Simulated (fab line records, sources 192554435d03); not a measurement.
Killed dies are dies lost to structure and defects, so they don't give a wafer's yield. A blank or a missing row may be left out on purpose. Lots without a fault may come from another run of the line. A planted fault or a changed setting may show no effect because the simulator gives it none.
One fault seen from 2 desks | flow n5_finfet | each desk has only its own numbers; what lay behind them comes last

THE METROLOGY DESK
What the gauges read, lot by lot, whatever tool the lot ran on: means of the sampled wafers that have a number. A lot is out of limits, marked OUT, if its mean lies more than 4 standard deviations from the usual mean; the brackets give that distance. Of its 10 readings 7 are shown: those that lie furthest out on some lot.
Columns: A = DIBL_N at N5_BEOL_M4_RC_MEAS_101, usual 36.0 mV/V; B = IOFF_N at N5_BEOL_M4_RC_MEAS_101, usual 0.15 nA/um; C = IOFF_P at N5_BEOL_M4_RC_MEAS_101, usual 0.19 nA/um; D = ION_N at N5_BEOL_M4_RC_MEAS_101, usual 668 uA/um; E = ION_P at N5_BEOL_M4_RC_MEAS_101, usual 455 uA/um; F = VT_N at N5_BEOL_M4_RC_MEAS_101, usual 251 mV; G = VT_P at N5_BEOL_M4_RC_MEAS_101, usual -253 mV
lot  | first seen here | A    | B    | C    | D   | E   | F   | G
L151 | day 9 01:44     | 37.4 | 0.15 | 0.18 | 668 | 449 | 251 | -254
L166 | day 13 20:19    | 34.6 | 0.14 | 0.20 | 668 | 459 | 250 | -251
L171 | day 14 13:49    | 37.8 | 0.20 | 0.25 | 682 | 465 | 247 | -247
L172 | day 14 22:01    | 31.9 | 0.10 | 0.13 | 649 | 438 | 258 | -262
This desk's finding: nothing out of limits on any of the 4 lots.

THE TOOL OWNER'S DESK: litho_track-05
The tool's own readings at N5_BEOL_M1_COAT_67 (time 60 s, resist thk 60 nm): means of the sampled wafers that have a number, for each lot that ran on this tool. A lot is out of limits, marked OUT, if its mean lies more than 4 standard deviations from the usual mean; the brackets give that distance.
Columns: A = spin_speed_rpm at N5_BEOL_M1_COAT_67, usual 1499.9 rpm
lot  | first seen here | A
L166 | day 10 08:20    | 1498.7
L171 | day 11 04:34    | 1425.0 (-68) OUT
L172 | day 11 15:01    | 1424.4 (-69) OUT
This desk's finding: out of limits on L171, L172; first on L171, day 11 04:34 (spin_speed_rpm at N5_BEOL_M1_COAT_67). In limits: L166.

PUT TOGETHER
The tool owner's desk could have raised an alarm at day 11 04:34, on L171, L172.
The metrology desk saw nothing out of limits.
The metrology desk has L171, L172 on record, within its limits.
Of the lots named, all ran N5_BEOL_M1_COAT_67 on litho_track-05.

WHAT THE SIMULATOR HAD PUT IN
Process parameter drift: litho_track-05, from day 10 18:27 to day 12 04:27, at N5_BEOL_M1_COAT_67. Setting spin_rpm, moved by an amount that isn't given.
Lots struck among those shown: L171, L172.
Hours from the fault's start to each desk's first reading out of limits: the tool owner's desk, 10.
